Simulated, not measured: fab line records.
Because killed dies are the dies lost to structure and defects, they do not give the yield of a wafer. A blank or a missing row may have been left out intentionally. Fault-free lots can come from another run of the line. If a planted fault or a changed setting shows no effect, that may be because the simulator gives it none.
Which tool did it?	flow n5_finfet	39 wafers from 14 lots sampled at 4 of the route's 1938 steps

== WHAT THE GAUGES READ, wafer by wafer ==
N5_BEOL_M6_CD_MEAS_11 targets a cd of 38.5 nm. Usual: 38.5 nm for cd_nm, sd 0.55.
lot	measured	on	cd_nm (nm)	flag
L128	day 8 21:41	cd_sem-03	38.0 39.1 38.4	
L129	day 9 01:48	cd_sem-01	38.8 38.4 39.6	
L130	day 9 07:14	cd_sem-01	39.2 38.5 38.8	
L131	day 9 11:29	cd_sem-02	39.0 39.1	
L134	day 10 03:49	cd_sem-01	38.9 38.5 37.9	
L135	day 10 22:20	cd_sem-03	38.8 37.8 39.0	
L137	day 11 00:27	cd_sem-03	38.6 37.9 37.8	
L139	day 11 12:58	cd_sem-03	38.1 38.4 37.9	
L141	day 12 05:29	cd_sem-03	39.0 38.5	
L142	day 12 09:02	cd_sem-01	38.8 38.2 38.4	
L144	day 13 03:38	cd_sem-01	38.5 38.8 37.8	
L147	day 13 10:47	cd_sem-02	38.4 38.8 38.6	
L149	day 14 07:35	cd_sem-03	38.1 38.1 38.0	
L150	day 14 17:14	cd_sem-03	37.8 38.7	

== TOOL THAT RAN EACH LOT (tool first, then ch and the chambers of the sampled wafers, then the start) ==
lot	N5_BEOL_M5_ANNEAL_51	N5_BEOL_M5_DEP_56	N5_BEOL_M6_COAT_05
L128	rtp_anneal-02 ch 0, day 8 18:05	pecvd-01 ch 0,1,2, day 8 18:53	litho_track-02 ch 0, day 8 21:16
L129	rtp_anneal-02 ch 0, day 8 22:47	pecvd-02 ch 0,2, day 8 23:34	litho_track-01 ch 0, day 9 01:34
L130	rtp_anneal-01 ch 0, day 9 03:53	pecvd-02 ch 0,2, day 9 04:35	litho_track-01 ch 0, day 9 06:52
L131	rtp_anneal-02 ch 0, day 9 07:34	pecvd-03 ch 0,1, day 9 08:31	litho_track-05 ch 0, day 9 11:07
L134	rtp_anneal-01 ch 0, day 9 23:35	pecvd-02 ch 0,1,2, day 10 00:22	litho_track-02 ch 0, day 10 03:35
L135	rtp_anneal-01 ch 0, day 10 19:20	pecvd-02 ch 1,2, day 10 20:08	litho_track-02 ch 0, day 10 21:59
L137	rtp_anneal-02 ch 0, day 10 21:25	pecvd-03 ch 0,1,2, day 10 22:05	litho_track-05 ch 0, day 11 00:05
L139	rtp_anneal-02 ch 0, day 11 10:17	pecvd-03 ch 0,1, day 11 11:01	litho_track-01 ch 0, day 11 12:37
L141	rtp_anneal-02 ch 0, day 12 02:45	pecvd-01 ch 0, day 12 03:32	litho_track-02 ch 0, day 12 05:15
L142	rtp_anneal-02 ch 0, day 12 06:33	pecvd-03 ch 0,2, day 12 07:26	litho_track-05 ch 0, day 12 08:36
L144	rtp_anneal-02 ch 0, day 12 23:26	pecvd-01 ch 1,2, day 13 00:24	litho_track-05 ch 0, day 13 03:13
L147	rtp_anneal-02 ch 0, day 13 06:40	pecvd-02 ch 0,2, day 13 07:38	litho_track-02 ch 0, day 13 10:25
L149	rtp_anneal-01 ch 0, day 14 02:25	pecvd-02 ch 0,2, day 14 03:10	litho_track-02 ch 0, day 14 07:20
L150	rtp_anneal-02 ch 0, day 14 15:05	pecvd-02 ch 1,2, day 14 15:50	litho_track-05 ch 0, day 14 16:59
- N5_BEOL_M5_ANNEAL_51: time 90 s.
- N5_BEOL_M5_DEP_56: deposits SiCN from 3MS/NH3, target thk 8 nm, time 14 s.
- N5_BEOL_M6_COAT_05: resist thk 90 nm.

== WHAT THE TOOLS THEMSELVES READ (means of the sampled wafers that have a number; where no wafer has one, the mark that the record gives instead) ==
N5_BEOL_M5_ANNEAL_51. Usual: 226.08 for wafer_temp_C_max, sd 0.26.
lot	tool	wafer_temp_C_max	flag
L128	rtp_anneal-02	226.26	
L129	rtp_anneal-02	226.04	
L130	rtp_anneal-01	226.32	
L131	rtp_anneal-02	226.03	
L134	rtp_anneal-01	226.05	
L135	rtp_anneal-01	226.00	
L137	rtp_anneal-02	226.11	
L139	rtp_anneal-02	226.00	
L141	rtp_anneal-02	225.94	
L142	rtp_anneal-02	225.72	
L144	rtp_anneal-02	226.02	
L147	rtp_anneal-02	226.13	
L149	rtp_anneal-01	225.85	
L150	rtp_anneal-02	226.18	

N5_BEOL_M5_DEP_56. Usual: chamber_pressure_Torr 3.000 Torr, standard deviation 0.0072; rf_fwd_power_W 200.2 W, standard deviation 0.92; showerhead_plenum_p_Torr 3.668 Torr, standard deviation 0.014; throttle_valve_pct 9.1 %, standard deviation 0.49.
lot	tool	chamber_pressure_Torr (Torr)	rf_fwd_power_W (W)	showerhead_plenum_p_Torr (Torr)	throttle_valve_pct (%)	flag
L128	pecvd-01	3.001	200.4	3.671	8.9	
L129	pecvd-02	3.002	200.9	3.682	8.9	
L130	pecvd-02	2.989	200.1	3.674	9.2	
L131	pecvd-03	2.998	199.2	3.667	9.2	
L134	pecvd-02	3.002	200.0	3.671	9.3	
L135	pecvd-02	3.000	200.4	3.671	9.2	
L137	pecvd-03	3.003	199.6	3.662	8.8	
L139	pecvd-03	3.002	200.2	3.670	9.4	
L141	pecvd-01	2.997	199.2	3.664	8.8	
L142	pecvd-03	2.997	199.7	3.650	8.5	
L144	pecvd-01	2.999	200.8	3.668	9.0	
L147	pecvd-02	3.003	200.7	3.676	9.4	
L149	pecvd-02	3.000	200.5	3.675	9.4	
L150	pecvd-02	2.995	200.2	3.673	9.1	

N5_BEOL_M6_COAT_05. Usual: 1500.0 rpm for spin_speed_rpm, sd 1.2.
lot	tool	spin_speed_rpm (rpm)	flag
L128	litho_track-02	1500.5	
L129	litho_track-01	1499.7	
L130	litho_track-01	1498.7	
L131	litho_track-05	1501.0	
L134	litho_track-02	1500.3	
L135	litho_track-02	1500.8	
L137	litho_track-05	1500.4	
L139	litho_track-01	1499.5	
L141	litho_track-02	1499.3	
L142	litho_track-05	1499.5	
L144	litho_track-05	1500.5	
L147	litho_track-02	1411.2	OFF
L149	litho_track-02	1409.9	OFF
L150	litho_track-05	1500.5	

== THE ANSWER, worked out from the rows above alone ==
Rule: a lot is off if the mean of its wafers that have a number lies more than 3 standard deviations from the usual mean. Also off: a lot with no number at a reading for which 4 or more lots have one. All remaining lots with rows at the step are treated as sound. Order of review: gauges by route order, followed by the tools' own readings, for which a lot's mean as printed above is used. The first step at which some lot is off is used, and at that step the reading that is off furthest; a lot without a number counts as furthest.
Off: L147, L149, at N5_BEOL_M6_COAT_05 (spin_speed_rpm).
If a tool, at that step or one of the process steps before it, ran each lot that is off and ran no sound lot following the first of them, it fits. One fits: litho_track-02 at N5_BEOL_M6_COAT_05. A fault onset in the window from L141 (day 12 05:15, its last sound lot) to L147 (day 13 10:25, its first lot off) fits.
The tool's own readings at N5_BEOL_M6_COAT_05 bear it out: on the lots that are off they differ by more than 5 times the standard deviation of the sound lots' means. spin_speed_rpm reads 1410.6 rpm there against 1500.1 rpm on the sound lots.

== WHAT HAD BEEN PUT IN BY THE SIMULATOR ==
Process parameters drifting: litho_track-02 at N5_BEOL_M6_COAT_05, beginning at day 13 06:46. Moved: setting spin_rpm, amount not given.
Lots struck among those shown: L147, L149. The same result came from the rule above.
